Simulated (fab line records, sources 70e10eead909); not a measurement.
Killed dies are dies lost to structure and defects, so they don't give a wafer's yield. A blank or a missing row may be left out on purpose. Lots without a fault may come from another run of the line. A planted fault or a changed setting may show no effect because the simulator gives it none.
fab line records | flow nand_harc
record lots=13 wafers=39 last_day=29
route steps=1159 shown A_CONTACT@907 THIN_TSV@1124 END@1159
lots that met no fault: from a run of the same line without faults
start_h: hours from the record's first day to the start of the lot's first wafer shown | wait_h: hours since the lot's step before | " the same as in the row above | L1.1+2: a row that stands for several wafers | - no value, or no start given | * or withheld: withheld | < > ~ a bound
route shown NAME@n: a module of which the file shows steps, and the number in the route of the first | usual: mean/standard deviation of fault-free wafers | same: alike in all rows | chamber/n: place in a boat | sites: the reading at each site | _std_site: their standard deviation | _edge_site: outer sites' mean less inner sites' | radius_mm: how far each site lies from the wafer's centre | mask NAME#n: copy n | behind: the tool/chamber that last shaped the wafer | hold: why the lot was held/for how many hours/how that ended | device: the transistor (n, p or np) that didn't switch | end of line: the same wafers' tests at the end of the route | a step without rows: its recipe alone | killed: dies lost to structure and defects at the first sort, not the wafer's yield | map: a wafer's dies, x killed, . not, _ none there
set.NAME: the setting as run; set.NAME@STEP: as run at that earlier step | model.NAME: the simulator's own value behind a step, which no gauge read
steps of the route over a sample of lots; a table a step, a row a wafer
services: from which hour (start_h, from the record's first day; less than 0 if before it) a tool's chamber was out of use, for how many hours, and why
## steps
# step NHARC_A_CONTACT_ETCH_127
# recipe source_w=withheld pressure_mtorr=20 bias_v=1200 time_s=155 target_depth_a=9560 ar_flow_sccm=withheld c4f8_flow_sccm=withheld o2_flow_sccm=withheld chemistry=C4F8/O2/Ar
# columns lot.wafer tool chamber start_h wait_h rf_hours_counter_h
L334.1 har_cap_etch-01 1 454.34 0.1 57
L334.4 " 1 " " -
L334.6 " 0 " " -
L333.1 har_cap_etch-01 1 464.51 0.1 60
L333.2 " 0 " " 60
L333.6 " 0 " " -
L331.1 har_cap_etch-03 1 465.70 0.1 85
L331.6 " 0 " " -
L331.5 " 1 " " -
L332.1 har_cap_etch-03 1 470.14 0.1 87
L332.2 " 0 " " 87
L332.5 " 1 " " -
L339.1 har_cap_etch-02 1 476.18 0.1 19
L339.2 " 0 " " 19
L339.5 " 1 " " -
L344.1 har_cap_etch-01 1 502.92 0.1 70
L344.2 " 0 " " 70
L344.6 " 0 " " -
L345.1 har_cap_etch-02 1 518.46 0.1 27
L345.2 " 0 " " 27
L345.4 " 1 " " -
L349.2 har_cap_etch-01 1 532.49 0.1 77
L349.1 " 0 " " 77
L349.6 " 0 " " -
L351.1 har_cap_etch-01 1 537.45 0.1 78
L351.3 " 1 " " -
L351.6 " 1 " " -
L347.2 har_cap_etch-02 1 538.02 0.1 34
L347.1 " 0 " " 34
L347.6 " 0 " " -
L343.1 har_cap_etch-01 0 549.65 0.1 81
L343.3 " 1 " " -
L343.5 " 0 " " -
L354.2 har_cap_etch-01 0 560.62 0.1 84
L354.1 " 1 " " 84
L354.6 " 0 " " -
L353.1 har_cap_etch-03 0 564.52 0.1 0
L353.4 " 0 " " -
L353.5 " 1 " " -
# step NHARC_THIN_TSV_DEP_47
# recipe target_thk_a=2000 temp_c=withheld pressure_torr=6.5 rf_w=900 teos_flow_sccm=161.4 flow_sccm=2650 target_thk_nm=200 gas=O2 material=SiO2
# usual throttle_valve_pct=15.8/0.53
# columns lot.wafer tool chamber start_h wait_h throttle_valve_pct
L334.1 pecvd-03 2 551.65 - 15.6
L334.4 " 2 " " 15.6
L334.6 " 0 " " 15.0
L331.1 pecvd-01 2 558.82 - 16.1
L331.5 " 2 " " 16.1
L331.6 " 0 " " 16.8
L333.1 pecvd-01 2 562.83 - 15.9
L333.2 " 0 " " 16.6
L333.6 " 0 " " 16.5
L332.1 pecvd-01 2 563.98 - 16.3
L332.2 " 0 " " 16.7
L332.5 " 2 " " 16.0
L339.2 pecvd-01 1 566.30 - 16.1
L339.1 " 2 " " 16.1
L339.5 " 1 " " 16.3
L344.2 pecvd-01 0 581.74 - 16.9
L344.1 " 1 " " 16.2
L344.6 " 2 " " 16.0
L345.1 pecvd-04 0 605.32 - 15.5
L345.2 " 1 " " 15.6
L345.4 " 2 " " 16.5
L349.1 pecvd-04 2 610.06 - 16.5
L349.2 " 0 " " 15.4
L349.6 " 2 " " 16.3
L351.1 pecvd-03 2 614.27 - 15.7
L351.3 " 0 " " 15.0
L351.6 " 2 " " 15.5
L347.2 pecvd-03 0 618.68 - 15.2
L347.1 " 1 " " 15.2
L347.6 " 1 " " 15.1
L343.1 pecvd-01 0 627.99 - 16.2
L343.3 " 1 " " 16.1
L343.5 " 1 " " 16.4
L354.2 pecvd-04 1 638.44 - 15.9
L354.1 " 2 " " 16.6
L354.6 " 2 " " 16.6
L353.1 pecvd-03 2 642.05 - 15.6
L353.4 " 1 " " 15.0
L353.5 " 0 " " 15.3
# step NHARC_THIN_TSV_STRIP_62
# recipe power_w=1500 temp_c=250 time_s=20 chemistry=N2/H2
# usual drypump_motor_current_A=5.60/0.29 heater_power_w=313/26
# columns lot.wafer tool chamber start_h wait_h drypump_motor_current_A heater_power_w rf_hours_counter_h
L334.1 plasma_asher-01 1 552.59 - 5.62 288 27
L334.4 " 1 " " 5.63 289 -
L334.6 " 0 " " 5.29 325 -
L331.1 plasma_asher-01 1 559.96 - 5.61 283 30
L331.5 " 1 " " 5.62 285 -
L331.6 " 0 " " 5.29 323 -
L333.1 plasma_asher-01 1 563.61 - 5.63 285 30
L333.2 " 0 " " 5.29 325 30
L333.6 " 0 " " 5.28 325 -
L332.2 plasma_asher-01 1 564.74 - 5.63 284 31
L332.1 " 0 " " 5.29 316 31
L332.5 " 1 " " 5.63 284 -
L339.1 plasma_asher-01 1 567.01 - 5.62 289 32
L339.2 " 0 " " 5.28 318 32
L339.5 " 0 " " 5.29 324 -
L344.2 plasma_asher-02 1 582.50 - 6.17 310 12
L344.1 " 0 " " 5.77 362 12
L344.6 " 0 " " 5.77 348 -
L345.1 plasma_asher-01 1 606.04 - 5.64 294 46
L345.2 " 0 " " 5.26 327 46
L345.4 " 1 " " 5.61 288 -
L349.1 plasma_asher-01 0 610.81 - 5.28 324 48
L349.2 " 1 " " 5.62 286 48
L349.6 " 0 " " 5.28 322 -
L351.1 plasma_asher-01 0 614.98 - 5.31 326 49
L351.3 " 0 " " 5.31 329 -
L351.6 " 1 " " 5.60 286 -
L347.2 plasma_asher-02 0 619.44 - 5.78 361 25
L347.1 " 1 " " 6.16 316 25
L347.6 " 1 " " 6.13 314 -
L343.1 plasma_asher-01 1 628.73 - 5.62 284 53
L343.3 " 0 " " 5.27 321 -
L343.5 " 1 " " 5.63 293 -
L354.2 plasma_asher-01 1 639.22 - 5.65 275 0
L354.1 " 0 " " 5.28 306 0
L354.6 " 0 " " 5.29 322 -
L353.1 plasma_asher-01 0 642.78 - 5.30 314 1
L353.4 " 0 " " 5.29 310 -
L353.5 " 0 " " 5.31 320 -
# step NHARC_THIN_TSV_DEGAS_53
# recipe temp_c=300 time_s=60
# usual heater_power_w=480/53
# columns lot.wafer tool chamber start_h wait_h heater_power_w
L334.4 pvd_sputter-01 - 554.77 0.1 472
L334.1 " - " " 536
L334.6 " - " " 476
L331.1 pvd_sputter-01 - 562.12 0.1 457
L331.5 " - " " 458
L331.6 " - " " 565
L333.2 pvd_sputter-01 - 565.82 0.1 541
L333.1 " - " " 465
L333.6 " - " " 456
L332.2 pvd_sputter-02 - 566.93 0.1 582
L332.1 " - " " 442
L332.5 " - " " 493
L339.2 pvd_sputter-03 - 569.22 0.1 446
L339.1 " - " " 437
L339.5 " - " " 439
L344.1 pvd_sputter-03 - 584.88 0.1 429
L344.2 " - " " 441
L344.6 " - " " 425
L345.4 pvd_sputter-01 - 608.20 0.1 557
L345.2 " - " " 468
L345.1 " - " " 466
L349.2 pvd_sputter-03 - 612.99 0.1 441
L349.1 " - " " 430
L349.6 " - " " 454
L351.1 pvd_sputter-02 - 617.15 0.1 579
L351.3 " - " " 456
L351.6 " - " " 486
L347.2 pvd_sputter-02 - 621.64 0.1 452
L347.1 " - " " 454
L347.6 " - " " 455
L343.3 pvd_sputter-03 - 630.88 0.1 424
L343.1 " - " " 442
L343.5 " - " " 427
L354.1 pvd_sputter-01 - 641.46 0.1 554
L354.2 " - " " 478
L354.6 " - " " 465
L353.4 pvd_sputter-02 - 644.92 0.1 466
L353.1 " - " " 591
L353.5 " - " " 476
# step NHARC_END_SORT_01
# recipe temp_c=25
# usual killed_at_array=29/11 killed_at_other=0.5/0.85 killed_at_periphery=3.0/2.3 killed_dies=33/12 killed_open=3.3/1.9 killed_short=2.0/1.5
# same gross_dies=677
# columns lot.wafer tool chamber start_h wait_h killed_at_array killed_at_other killed_at_periphery killed_dies killed_open killed_short
L332.1 prober-01 0 579.98 2.5 41 0 4 45 1 3
L332.2 prober-01 0 580.78 2.8 109 0 3 112 3 1
L332.5 prober-01 0 583.15 3.7 53 0 7 60 6 2
# killed by level:class
L332.1 A_SLIT:chamber_film_flake=16 A_CHANNEL_HOLE_D1:chamber_film_flake=15 A_CONTACT:chamber_film_flake=3 A_STAIRCASE:chamber_film_flake=3 A_M1:chamber_film_flake=2 P_GATE:geometric_particle:short=1 P_GATE:geometric_particle:open=1 A_SOURCE_PLATE:geometric_particle:short=1
L332.2 A_CONTACT:unspecified=79 A_CHANNEL_HOLE_D1:chamber_film_flake=11 A_SLIT:chamber_film_flake=11 A_STAIRCASE:chamber_film_flake=2 A_CONTACT:chamber_film_flake=2 P_GATE:geometric_particle:open=1 A_CHANNEL_FILL_D1:geometric_particle:open=1 A_CHANNEL_FILL_D1:geometric_particle:short=1
L332.5 A_CHANNEL_HOLE_D1:chamber_film_flake=18 A_SLIT:chamber_film_flake=18 A_CONTACT:chamber_film_flake=6 A_STAIRCASE:chamber_film_flake=3 A_BLC:geometric_particle:open=2 P_GATE:chamber_film_flake=2 A_M1:chamber_film_flake=2 P_GATE:geometric_particle:open=1
## services
# columns tool chamber start_h hours kind
plasma_asher-01 - 453.22 9.0 pm
plasma_asher-01 0 453.22 9.0 vent_cycle
plasma_asher-01 1 453.22 9.0 vent_cycle
pvd_sputter-03 - 458.10 10.0 pm
plasma_asher-01 0 462.22 - clean
plasma_asher-01 1 462.22 - clean
pecvd-01 2 466.30 5.0 repair
har_cap_etch-01 - 467.90 0.2 repair
pecvd-03 - 473.16 13.0 pm
plasma_asher-01 - 474.33 3.5 repair
pvd_sputter-01 - 497.09 5.2 repair
pecvd-03 1 499.50 6.4 repair
pvd_sputter-01 - 514.03 10.0 pm
pvd_sputter-03 - 518.33 1.3 repair
plasma_asher-02 - 537.42 9.0 pm
har_cap_etch-03 - 545.00 17.0 pm
pecvd-04 - 557.27 13.0 pm
pvd_sputter-02 - 570.07 10.0 pm
pecvd-01 - 599.40 13.0 pm
plasma_asher-01 - 630.22 9.0 pm
plasma_asher-01 0 630.22 9.0 vent_cycle
plasma_asher-01 1 630.22 9.0 vent_cycle
pvd_sputter-03 - 636.10 10.0 pm
pvd_sputter-01 - 644.44 1.1 repair
## key
first_sign step=NHARC_END_SORT_01 reading=killed_at_array direction=up sigmas=7.4 usual=29 struck=109
effect step=NHARC_END_SORT_01 reading=killed_dies direction=up sigmas=6.7 usual=33 struck=112
more_kills_born_at NHARC_A_CONTACT_ETCH_127@har_cap_etch-03=79
met_at NHARC_A_CONTACT_ETCH_127
struck_lots L332
struck_wafers L332.2
tester_left_out L332
not_acting_at NHARC_THIN_TSV_DEP_47,NHARC_THIN_TSV_STRIP_62,NHARC_THIN_TSV_DEGAS_53
onset_between 465.70 470.14
fault kind=chamber_particle_source tool=har_cap_etch-03 chamber=0 onset_h=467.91 steps=NHARC_A_CONTACT_ETCH_127 rate_per_visit_cm2=1.2949 end_h=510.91
# tester_left_out: of these lots the tester's yield and bins aren't shown, on N5 and GAA mostly nor the transistor test; their killed dies are dies lost to structure and defects alone, not to doping, threshold or leakage, so they don't give the yield
